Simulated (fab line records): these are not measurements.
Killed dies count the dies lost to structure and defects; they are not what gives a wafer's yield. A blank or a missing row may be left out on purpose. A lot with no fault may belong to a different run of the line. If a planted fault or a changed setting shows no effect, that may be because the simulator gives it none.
What tool caused it? || flow n5_finfet || 9 lots, 27 wafers sampled, at 7 steps of a route of 1938

== WHAT THE GAUGES SHOWED, per wafer ==
N5_DUMMY_GATE_CD_MEAS_50 targets a cd of 14 nm. Usual: cd_nm at 14.1 nm, with a standard deviation of 0.32.
{"lot": "L206", "measured": "day 3 05:37", "on": "cd_sem-02", "cd_nm (nm)": "14.6 14.3 14.3", "flag": ""}
{"lot": "L208", "measured": "day 3 16:35", "on": "cd_sem-01", "cd_nm (nm)": "13.7 13.8 13.6", "flag": ""}
{"lot": "L209", "measured": "day 4 01:44", "on": "cd_sem-03", "cd_nm (nm)": "13.9 14.0 13.7", "flag": ""}
{"lot": "L210", "measured": "day 4 03:49", "on": "cd_sem-03", "cd_nm (nm)": "14.0 13.9 14.1", "flag": ""}
{"lot": "L213", "measured": "day 5 00:22", "on": "cd_sem-01", "cd_nm (nm)": "14.5 13.8 13.9", "flag": ""}
{"lot": "L214", "measured": "day 5 04:58", "on": "cd_sem-02", "cd_nm (nm)": "14.1 14.1 14.1", "flag": ""}
{"lot": "L217", "measured": "day 6 00:47", "on": "cd_sem-03", "cd_nm (nm)": "14.7 14.1 14.1", "flag": ""}
{"lot": "L220", "measured": "day 6 18:05", "on": "cd_sem-03", "cd_nm (nm)": "13.9 13.8 14.2", "flag": ""}
{"lot": "L222", "measured": "day 7 04:26", "on": "cd_sem-03", "cd_nm (nm)": "14.4 14.2 13.8", "flag": ""}

N5_DUMMY_GATE_CD_MEAS_24 targets a cd of 15 nm. Usual: cd_nm at 15.1 nm, with a standard deviation of 0.33.
{"lot": "L206", "measured": "day 3 06:07", "on": "cd_sem-02", "cd_nm (nm)": "15.7 15.7 15.2", "flag": ""}
{"lot": "L208", "measured": "day 3 17:05", "on": "cd_sem-01", "cd_nm (nm)": "15.0 15.0 15.8", "flag": ""}
{"lot": "L209", "measured": "day 4 02:14", "on": "cd_sem-03", "cd_nm (nm)": "15.1 15.0 15.1", "flag": ""}
{"lot": "L210", "measured": "day 4 04:19", "on": "cd_sem-01", "cd_nm (nm)": "15.3 15.0 14.6", "flag": ""}
{"lot": "L213", "measured": "day 5 00:52", "on": "cd_sem-01", "cd_nm (nm)": "14.9 14.8 15.0", "flag": ""}
{"lot": "L214", "measured": "day 5 05:28", "on": "cd_sem-02", "cd_nm (nm)": "15.2 15.2 15.2", "flag": ""}
{"lot": "L217", "measured": "day 6 01:17", "on": "cd_sem-01", "cd_nm (nm)": "15.4 15.5 15.1", "flag": ""}
{"lot": "L220", "measured": "day 6 18:35", "on": "cd_sem-01", "cd_nm (nm)": "14.9 15.2 14.9", "flag": ""}
{"lot": "L222", "measured": "day 7 04:55", "on": "cd_sem-01", "cd_nm (nm)": "15.4 15.4 14.9", "flag": ""}

N5_SD_EPI_N_INSPECT_11: inspects for defects (macro). Usual: raw_defect_count at 2.2, with a standard deviation of 1.5.
{"lot": "L206", "measured": "day 3 07:20", "on": "defect_inspect-02", "raw_defect_count": "1 0 1", "flag": ""}
{"lot": "L208", "measured": "day 3 18:28", "on": "defect_inspect-02", "raw_defect_count": "1 1 0", "flag": ""}
{"lot": "L209", "measured": "day 4 03:34", "on": "defect_inspect-02", "raw_defect_count": "2 26 0", "flag": "OFF"}
{"lot": "L210", "measured": "day 4 06:29", "on": "defect_inspect-02", "raw_defect_count": "2 5 2", "flag": ""}
{"lot": "L213", "measured": "day 5 02:59", "on": "defect_inspect-01", "raw_defect_count": "17 21 4", "flag": "OFF"}
{"lot": "L214", "measured": "day 5 06:49", "on": "defect_inspect-01", "raw_defect_count": "2 2 1", "flag": ""}
{"lot": "L217", "measured": "day 6 02:44", "on": "defect_inspect-01", "raw_defect_count": "1 2 1", "flag": ""}
{"lot": "L220", "measured": "day 6 20:11", "on": "defect_inspect-02", "raw_defect_count": "1 3 2", "flag": ""}
{"lot": "L222", "measured": "day 7 07:45", "on": "defect_inspect-01", "raw_defect_count": "1 2 2", "flag": ""}

N5_SD_EPI_P_INSPECT_11: inspects for defects (macro). Usual: raw_defect_count at 2.3, with a standard deviation of 1.4.
{"lot": "L206", "measured": "day 3 11:49", "on": "defect_inspect-01", "raw_defect_count": "3 1 3", "flag": ""}
{"lot": "L208", "measured": "day 3 23:05", "on": "defect_inspect-02", "raw_defect_count": "2 4 3", "flag": ""}
{"lot": "L209", "measured": "day 4 08:43", "on": "defect_inspect-01", "raw_defect_count": "4 26 4", "flag": "OFF"}
{"lot": "L210", "measured": "day 4 12:38", "on": "defect_inspect-02", "raw_defect_count": "3 3 3", "flag": ""}
{"lot": "L213", "measured": "day 5 09:10", "on": "defect_inspect-01", "raw_defect_count": "16 19 2", "flag": "OFF"}
{"lot": "L214", "measured": "day 5 12:02", "on": "defect_inspect-01", "raw_defect_count": "1 1 1", "flag": ""}
{"lot": "L217", "measured": "day 6 09:08", "on": "defect_inspect-02", "raw_defect_count": "1 3 5", "flag": ""}
{"lot": "L220", "measured": "day 7 01:28", "on": "defect_inspect-01", "raw_defect_count": "3 3 4", "flag": ""}
{"lot": "L222", "measured": "day 7 13:32", "on": "defect_inspect-02", "raw_defect_count": "0 3 2", "flag": ""}

N5_BEOL_M4_RC_MEAS_101. Usual: DIBL_N 35.7 mV/V, standard deviation 1.3; DIBL_P 35.4 mV/V, standard deviation 1.8; IOFF_N 0.152 nA/um, standard deviation 0.027; IOFF_P 0.20 nA/um, standard deviation 0.034; ION_N 672 uA/um, standard deviation 9.8; ION_P 461 uA/um, standard deviation 7.5; SS_N 71.4 mV/dec, standard deviation 0.55; SS_P 73.1 mV/dec, standard deviation 0.61; VT_N 251 mV, standard deviation 3.3; VT_P -251 mV, standard deviation 3.6.
{"lot": "L206", "measured": "day 7 23:58", "on": "prober-01", "DIBL_N (mV/V)": "34.0 35.2 34.4", "DIBL_P (mV/V)": "32.5 34.1 34.2", "IOFF_N (nA/um)": "0.114 0.133 0.126", "IOFF_P (nA/um)": "0.16 0.18 0.18", "ION_N (uA/um)": "661 670 659", "ION_P (uA/um)": "457 464 452", "SS_N (mV/dec)": "70.3 70.6 71.3", "SS_P (mV/dec)": "72.7 73.5 73.0", "VT_N (mV)": "255 253 255", "VT_P (mV)": "-255 -251 -250", "flag": ""}
{"lot": "L208", "measured": "day 8 13:11", "on": "prober-02", "DIBL_N (mV/V)": "34.3 34.6 33.5", "DIBL_P (mV/V)": "36.0 34.9 35.0", "IOFF_N (nA/um)": "0.149 0.144 0.146", "IOFF_P (nA/um)": "0.18 0.17 0.17", "ION_N (uA/um)": "676 664 670", "ION_P (uA/um)": "457 455 459", "SS_N (mV/dec)": "70.9 71.6 70.7", "SS_P (mV/dec)": "72.8 72.0 73.0", "VT_N (mV)": "252 254 251", "VT_P (mV)": "-255 -253 -252", "flag": ""}
{"lot": "L209", "measured": "day 8 23:14", "on": "prober-01", "DIBL_N (mV/V)": "35.8 36.4 36.6", "DIBL_P (mV/V)": "36.2 37.6 37.3", "IOFF_N (nA/um)": "0.162 0.186 0.188", "IOFF_P (nA/um)": "0.18 0.19 0.19", "ION_N (uA/um)": "676 688 673", "ION_P (uA/um)": "452 469 453", "SS_N (mV/dec)": "71.3 71.3 72.3", "SS_P (mV/dec)": "73.1 73.7 73.8", "VT_N (mV)": "253 246 251", "VT_P (mV)": "-258 -252 -253", "flag": ""}
{"lot": "L210", "measured": "day 9 02:27", "on": "prober-02", "DIBL_N (mV/V)": "35.6 38.0 37.0", "DIBL_P (mV/V)": "36.1 39.5 37.8", "IOFF_N (nA/um)": "0.174 0.237 0.203", "IOFF_P (nA/um)": "0.24 0.32 0.27", "ION_N (uA/um)": "679 694 691", "ION_P (uA/um)": "472 484 481", "SS_N (mV/dec)": "71.7 72.4 71.8", "SS_P (mV/dec)": "73.4 73.6 73.5", "VT_N (mV)": "247 243 243", "VT_P (mV)": "-243 -242 -243", "flag": ""}
{"lot": "L213", "measured": "day 10 02:28", "on": "prober-02", "DIBL_N (mV/V)": "33.7 35.1 33.6", "DIBL_P (mV/V)": "32.3 34.0 32.7", "IOFF_N (nA/um)": "0.114 0.131 0.112", "IOFF_P (nA/um)": "0.16 0.19 0.17", "ION_N (uA/um)": "666 674 666", "ION_P (uA/um)": "458 463 467", "SS_N (mV/dec)": "70.7 71.6 72.0", "SS_P (mV/dec)": "72.2 72.7 72.5", "VT_N (mV)": "256 255 255", "VT_P (mV)": "-253 -253 -255", "flag": ""}
{"lot": "L214", "measured": "day 10 03:15", "on": "prober-02", "DIBL_N (mV/V)": "36.5 37.6 37.4", "DIBL_P (mV/V)": "34.9 35.7 36.3", "IOFF_N (nA/um)": "0.147 0.154 0.156", "IOFF_P (nA/um)": "0.19 0.21 0.21", "ION_N (uA/um)": "671 669 675", "ION_P (uA/um)": "458 459 458", "SS_N (mV/dec)": "72.1 71.6 72.1", "SS_P (mV/dec)": "73.5 73.0 73.0", "VT_N (mV)": "251 250 253", "VT_P (mV)": "-248 -251 -249", "flag": ""}
{"lot": "L217", "measured": "day 11 00:10", "on": "prober-02", "DIBL_N (mV/V)": "35.2 34.1 35.6", "DIBL_P (mV/V)": "34.3 33.3 35.7", "IOFF_N (nA/um)": "0.139 0.125 0.146", "IOFF_P (nA/um)": "0.16 0.15 0.17", "ION_N (uA/um)": "649 659 653", "ION_P (uA/um)": "445 449 445", "SS_N (mV/dec)": "71.2 70.1 71.2", "SS_P (mV/dec)": "73.1 73.0 73.2", "VT_N (mV)": "252 251 254", "VT_P (mV)": "-256 -256 -256", "flag": ""}
{"lot": "L220", "measured": "day 11 16:05", "on": "prober-01", "DIBL_N (mV/V)": "35.6 35.8 37.4", "DIBL_P (mV/V)": "34.7 35.1 37.0", "IOFF_N (nA/um)": "0.137 0.145 0.172", "IOFF_P (nA/um)": "0.17 0.18 0.21", "ION_N (uA/um)": "675 665 670", "ION_P (uA/um)": "451 456 454", "SS_N (mV/dec)": "71.7 71.5 71.8", "SS_P (mV/dec)": "73.1 73.2 73.4", "VT_N (mV)": "254 253 250", "VT_P (mV)": "-254 -256 -251", "flag": ""}
{"lot": "L222", "measured": "day 12 15:07", "on": "prober-01", "DIBL_N (mV/V)": "34.7 33.4 35.4", "DIBL_P (mV/V)": "33.2 31.7 35.0", "IOFF_N (nA/um)": "0.143 0.122 0.164", "IOFF_P (nA/um)": "0.19 0.17 0.21", "ION_N (uA/um)": "674 666 676", "ION_P (uA/um)": "463 462 469", "SS_N (mV/dec)": "72.2 71.8 72.1", "SS_P (mV/dec)": "73.0 73.3 73.5", "VT_N (mV)": "252 254 252", "VT_P (mV)": "-249 -251 -249", "flag": ""}

== WHICH TOOL RAN EACH LOT (tool, then ch and the chambers of the sampled wafers, then the start) ==
{"lot": "L206", "N5_DUMMY_GATE_PECVD_30": "pecvd-03 ch 0,1,2, day 3 04:40", "N5_SD_EPI_N_SD_RECESS_17": "rie_si-01 ch 1,2, day 3 08:03"}
{"lot": "L208", "N5_DUMMY_GATE_PECVD_30": "pecvd-03 ch 0,1, day 3 15:38", "N5_SD_EPI_N_SD_RECESS_17": "rie_si-01 ch 1,2,3, day 3 19:17"}
{"lot": "L209", "N5_DUMMY_GATE_PECVD_30": "pecvd-03 ch 0,1, day 4 00:21", "N5_SD_EPI_N_SD_RECESS_17": "rie_si-05 ch 1,2, day 4 04:17"}
{"lot": "L210", "N5_DUMMY_GATE_PECVD_30": "pecvd-02 ch 0,2, day 4 02:45", "N5_SD_EPI_N_SD_RECESS_17": "rie_si-05 ch 1,2, day 4 07:12"}
{"lot": "L213", "N5_DUMMY_GATE_PECVD_30": "pecvd-03 ch 0,1, day 4 23:24", "N5_SD_EPI_N_SD_RECESS_17": "rie_si-05 ch 0,1, day 5 03:43"}
{"lot": "L214", "N5_DUMMY_GATE_PECVD_30": "pecvd-01 ch 0,1,2, day 5 04:07", "N5_SD_EPI_N_SD_RECESS_17": "rie_si-06 ch 0,1,2, day 5 07:32"}
{"lot": "L217", "N5_DUMMY_GATE_PECVD_30": "pecvd-01 ch 0,2, day 5 23:37", "N5_SD_EPI_N_SD_RECESS_17": "rie_si-01 ch 1,2,3, day 6 03:47"}
{"lot": "L220", "N5_DUMMY_GATE_PECVD_30": "pecvd-01 ch 0,1,2, day 6 17:16", "N5_SD_EPI_N_SD_RECESS_17": "rie_si-01 ch 2,3, day 6 21:00"}
{"lot": "L222", "N5_DUMMY_GATE_PECVD_30": "pecvd-03 ch 1,2, day 7 03:28", "N5_SD_EPI_N_SD_RECESS_17": "rie_si-05 ch 0,3, day 7 08:32"}
- N5_DUMMY_GATE_PECVD_30: deposits SiO2 from TEOS/O2, target thk 55 nm, time 10.8 s.
- N5_SD_EPI_N_SD_RECESS_17: chemistry HBr/Cl2/O2, target depth 41 nm, time 23.7 s, bt time 3 s.

== AS READ BY THE TOOLS THEMSELVES (means over the sampled wafers that have a number; for cases with no such wafer, the mark the record gives instead) ==
N5_SD_EPI_N_SD_RECESS_17. Usual: drypump_motor_current_A 5.9 A, standard deviation 0.45; he_backside_leak_sccm 2.8 sccm, standard deviation 0.36; oes_product_au 1.008 a.u., standard deviation 0.013; throttle_valve_pct 37.03 %, standard deviation 0.19.
{"lot": "L206", "tool": "rie_si-01", "drypump_motor_current_A (A)": 5.7, "he_backside_leak_sccm (sccm)": 3.0, "oes_product_au (a.u.)": 1.000, "throttle_valve_pct (%)": 37.07, "flag": ""}
{"lot": "L208", "tool": "rie_si-01", "drypump_motor_current_A (A)": 5.7, "he_backside_leak_sccm (sccm)": 3.2, "oes_product_au (a.u.)": 1.002, "throttle_valve_pct (%)": 37.09, "flag": ""}
{"lot": "L209", "tool": "rie_si-05", "drypump_motor_current_A (A)": 6.6, "he_backside_leak_sccm (sccm)": 3.0, "oes_product_au (a.u.)": 1.032, "throttle_valve_pct (%)": 36.87, "flag": ""}
{"lot": "L210", "tool": "rie_si-05", "drypump_motor_current_A (A)": 6.4, "he_backside_leak_sccm (sccm)": 2.8, "oes_product_au (a.u.)": 1.031, "throttle_valve_pct (%)": 36.98, "flag": ""}
{"lot": "L213", "tool": "rie_si-05", "drypump_motor_current_A (A)": 6.3, "he_backside_leak_sccm (sccm)": 2.6, "oes_product_au (a.u.)": 1.007, "throttle_valve_pct (%)": 36.99, "flag": ""}
{"lot": "L214", "tool": "rie_si-06", "drypump_motor_current_A (A)": 5.5, "he_backside_leak_sccm (sccm)": 2.9, "oes_product_au (a.u.)": 1.010, "throttle_valve_pct (%)": 37.03, "flag": ""}
{"lot": "L217", "tool": "rie_si-01", "drypump_motor_current_A (A)": 5.7, "he_backside_leak_sccm (sccm)": 3.1, "oes_product_au (a.u.)": 0.998, "throttle_valve_pct (%)": 37.09, "flag": ""}
{"lot": "L220", "tool": "rie_si-01", "drypump_motor_current_A (A)": 5.7, "he_backside_leak_sccm (sccm)": 3.1, "oes_product_au (a.u.)": 0.998, "throttle_valve_pct (%)": 36.97, "flag": ""}
{"lot": "L222", "tool": "rie_si-05", "drypump_motor_current_A (A)": 6.1, "he_backside_leak_sccm (sccm)": 2.7, "oes_product_au (a.u.)": 1.005, "throttle_valve_pct (%)": 36.98, "flag": ""}

== THE ANSWER, worked out from the rows above alone ==
Rule: a lot is off if the mean of its wafers that have a number lies more than 3 standard deviations from the usual mean. Also off: a lot with no number at a reading for which 4 or more lots have one. The other lots that the step has rows for count as sound. Order of review: gauges by route order, followed by the tools' own readings, for which a lot's mean as printed above is used. At the first step where some lot is off, the reading lying furthest off is the one used; lots without a number count as furthest.
Off at N5_SD_EPI_N_INSPECT_11 (raw_defect_count): L209, L213.
A tool fits if, at a process step before that reading, it ran every lot that is off, and no sound lot after the first of them. The gauges at N5_SD_EPI_N_INSPECT_11 are tried like those tools. Not one of the candidates tried fits.

== WHAT THE SIMULATOR HAD PUT IN ==
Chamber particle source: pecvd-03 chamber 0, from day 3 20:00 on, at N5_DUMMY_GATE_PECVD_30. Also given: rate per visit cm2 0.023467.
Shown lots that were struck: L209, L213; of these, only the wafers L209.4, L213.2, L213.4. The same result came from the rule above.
